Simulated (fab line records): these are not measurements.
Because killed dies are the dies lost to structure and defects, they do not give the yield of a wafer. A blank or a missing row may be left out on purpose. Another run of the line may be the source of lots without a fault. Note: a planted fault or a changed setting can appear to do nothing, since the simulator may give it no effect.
fab line records | flow n5-finfet
[record] lots = 7 wafers = 18 last-day = 16
route steps=1938 shown BEOL_M3@981 BEOL_M4@1111 PASSIVATION@1936
lots untouched by any fault: they come from a run of this same line in which no faults occurred
start-h: the number of hours between the record's first day and the start of the first shown wafer of the lot | wait-h: how many hours have passed since the lot's step before this one | " as in the row above | L1.1+2: one row covering several wafers at once | - value missing, or start not given | * or withheld: withheld | < > ~ a bound
route shown NAME@n: NAME is a module with steps in the file, n the number in the route of the first one | usual: mean and standard deviation over wafers with no fault | same: alike in all rows | chamber/n: place in a boat | sites: per-site readings | _std_site: standard deviation across them | _edge_site: inner sites' mean taken away from outer sites' mean | radius-mm: for every site, how far away it sits from the centre of the wafer | mask NAME#n: copy n | behind: the most recent tool/chamber to have shaped the wafer | hold: the reason the lot was held/the length of the hold in hours/how it ended | device: the n, p or np transistor that did not switch | end of line: the same wafers' tests at the end of the route | a step given without rows: its recipe and nothing more | killed: count of dies lost to structure and defects at first sort (not the wafer's yield) | map: per-die view of a wafer (x killed, . not killed, _ where there is no die)
set.NAME: the setting the step ran with; set.NAME@STEP: the setting that earlier step ran with | model.NAME: the simulator's own value behind a step, which no gauge read
lots seen at some steps along the route; tables by step, rows by wafer
services: the hour from which a tool's chamber was out of use, counted from the record's first day as start-h (under 0 if before that day), plus the number of hours and why
[[steps]]
[step N5_BEOL_M3_ETCH_41]
[recipe] chemistry = CH3F/O2 target = SiCN target-depth-a = 299 taper-deg = 2 time-s = 52.5 ion-energy-ev = 120 mask-material = TiN pressure-mtorr = 30 source-w = 395 bias-w = 75 Ar_flow_sccm = 150 CH3F_flow_sccm = 30 O2_flow_sccm = 20
[usual] drypump-motor-current-A = 5.6/0.37 oes-product-au = 0.82/0.087 rf-vpp-V = 298.0/1.2 showerhead-plenum-p-Torr = 2.04/0.041 throttle-valve-pct = 16.21/0.18
// columns lot.wafer tool chamber start-h wait-h drypump-motor-current-A oes-product-au rf-hours-counter-h rf-vpp-V showerhead-plenum-p-Torr throttle-valve-pct
L831.1 rie-diel-05 0 - - 5.0 0.73 205 298.2 2.08 16.30
L831.4 " 2 " " 5.7 0.94 - 298.1 2.03 15.93
L831.5 " 1 " " 5.6 0.88 - 296.0 2.06 16.20
L833.2 rie-diel-01 3 - - 6.2 0.96 2 296.0 1.98 15.96
L833.3 " 2 " " 5.8 0.89 37 296.9 1.97 16.42
L833.4 " 0 " " 5.6 0.68 238 295.5 1.97 16.49
L835.1 rie-diel-04 3 - - 6.1 0.81 111 297.8 2.03 16.00
L835.3 " 0 " " 5.4 0.75 - 299.0 2.07 16.32
L836.1 rie-diel-01 0 - - 5.6 0.68 244 295.9 1.97 16.51
L836.5 " 1 " " 5.7 0.84 - 299.3 2.11 16.24
L838.2 rie-diel-04 2 - - 6.0 0.97 6 298.1 2.04 16.24
L838.3 " 0 " " 5.4 0.73 181 298.9 2.07 16.35
L846.2 rie-diel-04 0 - - 5.4 0.72 196 297.8 2.06 16.41
L846.4 " 2 " " 6.0 0.92 23 299.3 2.03 16.28
L846.6 " 3 " " 6.1 0.80 - 297.7 2.03 16.05
L849.1 rie-diel-04 1 - - 5.0 0.73 196 298.5 2.04 16.05
L849.3 " 0 " " 5.4 0.70 203 299.0 2.06 16.42
L849.5 " 2 " " 6.0 0.91 - 297.2 2.03 16.30
[step N5_BEOL_M3_STRIP_97]
[recipe] chemistry = N2/H2 time-s = 10 power-w = 450 temp-c = 40 pressure-mtorr = 20 rf-frequency-hz = 6e+07 bias-power-w = 7 n2-flow-sccm = 200 h2-flow-sccm = 200
[step N5_BEOL_M3_OCD_MEAS_38]
[usual] trench-depth-nm = 55.7/1.2
// columns lot.wafer tool chamber start-h wait-h trench-depth-nm
L831.1 ocd-01 - 157.56 - 56.8
L831.4 " - " " 55.2
L831.5 " - " " 55.0
L833.2 ocd-01 - 170.39 - 56.0
L833.3 " - " " 57.3
L833.4 " - " " 54.5
L835.1 ocd-02 - 176.33 - 56.7
L835.3 " - " " 54.5
L836.1 ocd-02 - 193.07 - 55.1
L836.5 " - " " 55.3
L838.2 ocd-01 - 209.86 - 56.0
L838.3 " - " " 55.3
L846.2 ocd-01 - 254.04 - 54.6
L846.4 " - " " 55.8
L846.6 " - " " 56.4
L849.1 ocd-01 - 272.82 - 57.1
L849.3 " - " " 54.5
L849.5 " - " " 57.0
[step N5_BEOL_M3_HM_STRIP_39]
[recipe] chemistry = peroxide-tin-strip material = TiN target-depth-a = 250 temp-c = 50 time-s = 158
[step N5_BEOL_M3_SRD_40]
[recipe] time-s = 30 temp-c = 23 rinse-liquid = diw dry = ipa-marangoni
[step N5_BEOL_M3_PRECLEAN_42]
[recipe] chemistry = residue-remover time-s = 60 temp-c = 40
[step N5_BEOL_M3_SRD_43]
[recipe] time-s = 30 temp-c = 23 rinse-liquid = diw dry = ipa-marangoni
[step N5_BEOL_M3_CD_MEAS_35]
[recipe] target-cd-nm = 18 target-cd-y-nm = 21 polarity = opening
[usual] cd-nm = 18.1/0.41
// columns lot.wafer tool chamber start-h wait-h cd-nm
L831.1 cd-sem-03 - 157.72 0.0 18.0
L831.4 " - " " 18.2
L831.5 " - " " 18.1
L833.2 cd-sem-02 - 170.55 0.0 17.8
L833.3 " - " " 18.2
L833.4 " - " " 18.7
L835.1 cd-sem-03 - 176.48 0.0 17.6
L835.3 " - " " 18.4
L836.1 cd-sem-02 - 193.23 0.0 17.8
L836.5 " - " " 17.5
L838.2 cd-sem-03 - 210.01 0.0 18.3
L838.3 " - " " 18.3
L846.2 cd-sem-01 - 254.20 0.0 17.6
L846.4 " - " " 18.3
L846.6 " - " " 17.8
L849.1 cd-sem-01 - 272.97 0.0 18.8
L849.3 " - " " 17.5
L849.5 " - " " 18.0
[step N5_BEOL_M3_DEGAS_44]
[recipe] ambient = vacuum temp-c = 250 time-s = 60
[step N5_BEOL_M3_PRE_CLEAN_45]
[recipe] gas = H2/He time-s = 30 temp-c = 250
[usual] heater-power-w = 331/16
// columns lot.wafer tool chamber start-h wait-h heater-power-w
L831.1 pvd-sputter-02 - 158.02 0.0 333
L831.4 " - " " 299
L831.5 " - " " 346
L833.2 pvd-sputter-01 - 171.29 0.0 328
L833.3 " - " " 324
L833.4 " - " " 318
L835.1 pvd-sputter-01 - 176.59 0.0 326
L835.3 " - " " 343
L836.1 pvd-sputter-03 - 193.91 0.0 371
L836.5 " - " " 333
L838.2 pvd-sputter-01 - 210.25 0.0 332
L838.3 " - " " 328
L846.2 pvd-sputter-01 - 254.65 0.0 322
L846.4 " - " " 324
L846.6 " - " " 319
L849.1 pvd-sputter-03 - 273.25 0.0 359
L849.3 " - " " 331
L849.5 " - " " 372
[step N5_BEOL_M3_ALD_84]
[recipe] material = TaN target-thk-a = * temp-c = 275 ald-precursor-family = PDMAT ald-co-reactant = NH3 pressure-torr = 3 carrier-flow-sccm = 1500 pulse-time-s = 2 purge-time-s = 3 co-reactant-purge-time-s = 2 co-reactant-pulse-time-s = 3 ald-cycles = 30 precursor-vessel-temp-c = 75 precursor-vessel-pressure-torr = 26.25 precursor-vessel-carrier-sccm = 1000
[usual] heater-power-w = 416/51
// columns lot.wafer tool chamber start-h wait-h heater-power-w
L831.1 ald-metal-03 3 158.11 0.1 447
L831.4 " 1 " " 501
L831.5 " 3 " " 444
L833.2 ald-metal-01 0 171.35 0.0 354
L833.3 " 2 " " 373
L833.4 " 1 " " 356
L835.1 ald-metal-01 0 176.66 0.1 349
L835.3 " 2 " " 370
L836.1 ald-metal-04 3 193.97 0.0 416
L836.5 " 3 " " 428
L838.2 ald-metal-03 2 210.32 0.0 500
L838.3 " 3 " " 456
L846.2 ald-metal-01 3 254.72 0.0 435
L846.4 " 0 " " 362
L846.6 " 0 " " 360
L849.1 ald-metal-01 1 273.31 0.0 362
L849.3 " 2 " " 373
L849.5 " 3 " " 431
[step N5_BEOL_M3_SURFACE_TREAT_85]
[recipe] gas = Ar time-s = * ion-energy-ev = * ion-current-ma-cm2 = 0.5 pressure-mtorr = * ar-flow-sccm = 30
[usual] pressure-mtorr = * throttle-valve-pct = *
// columns lot.wafer tool chamber start-h wait-h pressure-mtorr throttle-valve-pct
L831.1 pvd-sputter-02 - 158.54 0.3 * *
L831.4 " - " " * *
L831.5 " - " " * *
L833.2 pvd-sputter-01 - 171.71 0.3 * *
L833.3 " - " " * *
L833.4 " - " " * *
L835.1 pvd-sputter-02 - 176.92 0.2 * *
L835.3 " - " " * *
L836.1 pvd-sputter-02 - 194.42 0.3 * *
L836.5 " - " " * *
L838.2 pvd-sputter-01 - 210.54 0.1 * *
L838.3 " - " " * *
L846.2 pvd-sputter-01 - 255.17 0.3 * *
L846.4 " - " " * *
L846.6 " - " " * *
L849.1 pvd-sputter-02 - 273.54 0.1 * *
L849.3 " - " " * *
L849.5 " - " " * *
[step N5_BEOL_M3_CVD_47]
[recipe] material = Co target-thk-a = 30 temp-c = withheld precursor = CCTBA/H2 pressure-torr = 30 time-s = 223.8
[usual] run-length-s = 246.8/0.54
// columns lot.wafer tool chamber start-h wait-h run-length-s
L831.1 cvd-co-02 1 158.60 0.0 246.6
L831.4 " 1 " " 247.1
L831.5 " 2 " " 247.1
L833.2 cvd-co-01 1 171.77 0.0 247.8
L833.3 " 0 " " 246.5
L833.4 " 2 " " 247.2
L835.1 cvd-co-01 1 176.98 0.0 133.1
L835.3 " 2 " " 132.4
L836.1 cvd-co-01 2 194.48 0.0 131.8
L836.5 " 0 " " 246.2
L838.2 cvd-co-01 0 210.60 0.0 246.8
L838.3 " 1 " " 132.6
L846.2 cvd-co-02 2 255.23 0.0 246.7
L846.4 " 1 " " 246.6
L846.6 " 2 " " 247.1
L849.1 cvd-co-01 2 273.60 0.0 246.6
L849.3 " 1 " " 247.7
L849.5 " 2 " " 247.1
[step N5_BEOL_M3_SPUTTER_48]
[recipe] material = Cu target-thk-a = 45 temp-c = -20 chamber-pressure-pa = 0.07 power-w = withheld time-s = 8.29
[usual] throttle-valve-pct = 29.8/0.74
// columns lot.wafer tool chamber start-h wait-h throttle-valve-pct
L831.1 pvd-sputter-03 - 158.76 0.1 30.3
L831.4 " - " " 30.2
L831.5 " - " " 31.1
L833.2 pvd-sputter-02 - 171.94 0.1 30.4
L833.3 " - " " 29.3
L833.4 " - " " 29.7
L835.1 pvd-sputter-02 - 177.14 0.1 30.0
L835.3 " - " " 29.5
L836.1 pvd-sputter-02 - 194.74 0.2 28.4
L836.5 " - " " 29.5
L838.2 pvd-sputter-02 - 210.76 0.1 30.4
L838.3 " - " " 29.4
L846.2 pvd-sputter-03 - 256.89 1.6 30.5
L846.4 " - " " 30.0
L846.6 " - " " 30.3
L849.1 pvd-sputter-03 - 273.76 0.1 30.6
L849.3 " - " " 31.1
L849.5 " - " " 29.2
[step N5_BEOL_M4_RC_MEAS_101]
[usual] DIBL_N = 35.9/2.5 DIBL_P = 36.0/3 IOFF_N = 0.16/0.047 IOFF_P = 0.21/0.047 ION_N = 671/14 ION_P = 460/8.8 SS_N = 71.5/0.73 SS_P = 73.2/0.91 VT_N = 250/4.3 VT_P = -251/3.6
// columns lot.wafer tool chamber start-h wait-h DIBL_N[mV/V] DIBL_P[mV/V] IOFF_N[nA/um] IOFF_P[nA/um] ION_N[uA/um] ION_P[uA/um] SS_N[mV/dec] SS_P[mV/dec] VT_N[mV] VT_P[mV]
L831.1 prober-02 0 182.78 0.0 39.2 40.9 0.29 0.31 712 481 72.3 74.6 235 -243
L831.4 " 0 " " 35.0 35.5 0.15 0.20 667 461 71.3 73.6 251 -253
L831.5 " 0 " " 39.8 41.4 0.26 0.31 691 473 72.5 74.5 242 -246
L833.2 prober-02 0 185.32 0.2 34.4 33.1 0.13 0.17 654 454 71.9 72.0 253 -253
L833.3 " 0 " " 31.4 31.8 0.09 0.15 647 453 70.7 72.0 255 -253
L833.4 " 0 " " 37.4 37.1 0.17 0.21 693 466 72.5 73.5 247 -250
L835.1 prober-02 0 191.23 0.0 39.0 39.8 0.21 0.28 673 460 71.8 74.8 245 -246
L835.3 " 0 " " 32.2 30.7 0.10 0.15 666 461 69.8 71.3 257 -255
L836.1 prober-02 0 206.81 0.0 35.4 37.6 0.16 0.20 681 465 71.7 74.2 249 -252
L836.5 " 0 " " 35.5 35.8 0.15 0.18 659 449 71.7 73.8 251 -253
L838.2 prober-01 0 222.33 0.2 42.7 43.2 0.29 0.33 701 468 73.1 74.5 241 -243
L838.3 " 0 " " 33.9 32.0 0.11 0.14 650 440 70.7 71.8 255 -255
L846.2 prober-02 0 269.22 0.2 38.0 38.8 0.18 0.25 682 469 71.7 74.4 246 -247
L846.4 " 0 " " 37.5 38.7 0.19 0.25 682 469 71.1 73.8 244 -248
L846.6 " 0 " " 34.9 35.3 0.14 0.20 682 469 69.9 72.6 249 -249
L849.1 prober-01 0 283.75 0.0 36.8 40.0 0.18 0.27 682 475 71.9 74.3 250 -246
L849.3 " 0 " " 35.5 38.7 0.16 0.26 683 478 72.0 73.7 246 -245
L849.5 " 0 " " 35.1 37.2 0.15 0.22 677 468 72.1 73.7 249 -250
[step N5_PASSIVATION_PROBE_49]
[usual] defect-limited-yield = 91.4/1.4 killed_at_M0_to_M3 = 34/8.9 killed_at_M4_up = 13/4.6 killed-at-contacts = 12/5.5 killed-at-front-end = 41/11 killed-at-other = 3.1/2.9 killed-dies = 102/16 killed-open = 66/11 killed-short = 34/7.6 sort_bin_4_leakage = 0.01/0.14 sort_bin_5_function = 5.1/0.89 sort_bin_6_memory = 3.2/0.61 sort_bin_8_speed = 0.02/0.12 sort-n-pass = 1078/16 sort-yield-pct = 91.3/1.4
[same] gross-dies = 1180 killed-at-back-side = 0
// columns lot.wafer tool chamber start-h wait-h defect-limited-yield[%] killed_at_M0_to_M3 killed_at_M4_up killed-at-contacts killed-at-front-end killed-at-other killed-dies killed-open killed-short sort_bin_4_leakage[%] sort_bin_5_function[%] sort_bin_6_memory[%] sort_bin_8_speed[%] sort-n-pass sort-yield-pct[%]
L831.1 prober-01 - 277.52 0.0 89.6 52 19 9 43 0 123 72 49 0.25 6.1 4.2 0 1054 89.3
L831.4 prober-01 - 277.67 0.2 92.5 33 19 5 26 6 89 58 30 0 5.0 2.4 0 1091 92.5
L831.5 prober-01 - 277.72 0.2 93.0 38 8 10 26 1 83 61 21 0 3.7 2.9 0 1097 93.0
L835.1 prober-01 - 297.23 0.0 92.0 25 14 4 44 7 94 57 35 0 4.8 2.6 0 1086 92.0
L835.3 prober-01 - 297.33 0.1 91.5 32 13 12 40 3 100 64 35 0 4.9 3.4 0.08 1080 91.5
L836.1 prober-01 - 305.80 0.0 90.2 32 16 8 53 7 116 66 50 0 6.5 2.9 0 1064 90.2
L836.5 prober-01 - 306.00 0.2 91.4 39 11 9 41 2 102 59 41 0 4.7 3.8 0 1078 91.4
L846.2 prober-01 - 374.14 0.1 90.7 31 13 9 56 1 110 64 38 0 5.9 2.5 0 1070 90.7
L846.4 prober-01 - 374.24 0.2 91.3 31 10 8 50 4 103 71 29 0 5.4 2.9 0 1077 91.3
L846.6 prober-01 - 374.34 0.3 89.1 48 16 22 43 0 129 82 46 0 7.6 3.2 0 1051 89.1
// killed by level:class
L831.1 BEOL_M0_SAQP:geometric-particle:open=12 BEOL_M3:geometric-particle:open=12 FIN_SAQP:geometric-particle:short=10 MOL_CONTACT_COAG:geometric-particle:open=9 BEOL_M0_SAQP:geometric-particle:short=9 FIN_SAQP:geometric-particle:open=7 GATE_CUT:geometric-particle:short=7 BEOL_M4:geometric-particle:open=6
L831.4 BEOL_M2:geometric-particle:open=11 BEOL_M4:geometric-particle:open=8 BEOL_M3:geometric-particle:open=6 GATE_CUT:geometric-particle:open=5 GATE_CUT:geometric-particle:short=5 BEOL_M0_SAQP:geometric-particle:short=5 FIN_SAQP:geometric-particle:open=4 FIN_SAQP:geometric-particle:short=4
L831.5 BEOL_M3:geometric-particle:open=19 FIN_SAQP:geometric-particle:open=10 MOL_CONTACT_COAG:geometric-particle:open=9 FIN_SAQP:geometric-particle:short=6 BEOL_M1:geometric-particle:open=5 BEOL_M0_SAQP:geometric-particle:open=3 BEOL_M2:geometric-particle:open=3 BEOL_M5:geometric-particle:open=3
L835.1 GATE_CUT:geometric-particle:open=10 GATE_CUT:geometric-particle:short=9 BEOL_M4:geometric-particle:open=6 FIN_SAQP:geometric-particle:short=5 STI_FIN_REVEAL:geometric-particle:open=5 BEOL_M0_SAQP:geometric-particle:open=5 BEOL_M3:geometric-particle:open=5 FIN_SAQP:geometric-particle:open=4
L835.3 STI_FIN_REVEAL:geometric-particle:open=12 BEOL_M0_SAQP:geometric-particle:open=10 MOL_CONTACT_COAG:geometric-particle:open=9 BEOL_M0_SAQP:geometric-particle:short=9 STI_FIN_REVEAL:geometric-particle:short=6 BEOL_M2:geometric-particle:open=5 FIN_SAQP:geometric-particle:short=4 GATE_CUT:geometric-particle:short=4
L836.1 FIN_SAQP:geometric-particle:short=15 STI_FIN_REVEAL:geometric-particle:open=12 BEOL_M0_SAQP:geometric-particle:open=12 BEOL_M0_SAQP:geometric-particle:short=12 FIN_SAQP:geometric-particle:open=7 MOL_CONTACT_COAG:geometric-particle:open=7 STI_FIN_REVEAL:geometric-particle:short=5 BEOL_M4:geometric-particle:open=5
L836.5 BEOL_M0_SAQP:geometric-particle:short=11 BEOL_M2:geometric-particle:open=9 FIN_SAQP:geometric-particle:short=8 MOL_CONTACT_COAG:geometric-particle:open=8 BEOL_M0_SAQP:geometric-particle:open=8 FIN_SAQP:geometric-particle:open=7 STI_FIN_REVEAL:geometric-particle:open=6 STI_FIN_REVEAL:geometric-particle:short=5
L846.2 FIN_SAQP:geometric-particle:open=20 FIN_SAQP:geometric-particle:short=9 BEOL_M3:geometric-particle:open=7 HKMG_FIN:area-etch=7 MOL_CONTACT_COAG:geometric-particle:open=6 BEOL_M0_SAQP:geometric-particle:open=6 GATE_CUT:geometric-particle:short=5 BEOL_M2:geometric-particle:short=5
L846.4 BEOL_M0_SAQP:geometric-particle:open=15 FIN_SAQP:geometric-particle:open=12 FIN_SAQP:geometric-particle:short=7 STI_FIN_REVEAL:geometric-particle:open=7 MOL_CONTACT_COAG:geometric-particle:open=7 BEOL_M0_SAQP:geometric-particle:short=7 DUMMY_GATE:geometric-particle:open=6 BEOL_M4:geometric-particle:open=5
L846.6 MOL_CONTACT_COAG:geometric-particle:open=17 BEOL_M0_SAQP:geometric-particle:open=16 FIN_SAQP:geometric-particle:short=11 FIN_SAQP:geometric-particle:open=11 BEOL_M1:geometric-particle:open=10 BEOL_M0_SAQP:geometric-particle:short=7 MOL_CONTACT_COAG:geometric-particle:short=5 BEOL_M3:geometric-particle:open=5
[[services]]
// columns tool chamber start-h hours kind
rie-diel-04 0 135.51 2.6 repair
ald-metal-01 - 136.63 1.8 repair
rie-diel-04 2 137.67 9.0 repair
rie-diel-01 3 146.17 - clean
rie-diel-01 3 146.17 - consumable-replace:focus-ring
rie-diel-01 3 146.17 16.4 scheduled-down
cvd-co-02 - 149.86 1.0 repair
rie-diel-05 3 154.00 3.5 repair
ald-metal-01 - 155.45 6.0 pm
rie-diel-04 - 156.29 1.1 repair
ald-metal-01 - 161.45 2.8 pm
rie-diel-04 2 166.11 - clean
rie-diel-04 2 166.11 - consumable-replace:focus-ring
ald-metal-03 0 172.35 26.0 repair
rie-diel-04 1 173.36 6.0 repair
rie-diel-05 - 200.69 1.2 repair
rie-diel-04 3 204.29 12.3 repair
rie-diel-01 - 205.20 14.6 pm
ald-metal-04 1 211.18 24.9 repair
rie-diel-05 0 231.27 1.3 repair
cvd-co-01 - 237.63 2.8 pm
rie-diel-01 2 241.99 4.6 repair
ald-metal-03 0 251.81 3.2 repair
ald-metal-03 1 254.75 14.2 repair
[[key]]
[first-sign] step = N5_BEOL_M3_CVD_47 reading = run-length-s direction = down sigmas = 99+ usual = * struck = *
effect none on later readings
met-at N5_BEOL_M3_CVD_47
struck-wafers L835.1,L835.3,L836.1,L838.3
onset-between 171.77 176.98
[fault] kind = process-parameter-drift tool = cvd-co-01 chamber = - onset-h = 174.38 steps = N5_BEOL_M3_CVD_47 channel = time-s offset = * shape = step end-h = 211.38 scope = struck-wafers-only acts-in = * stated = *
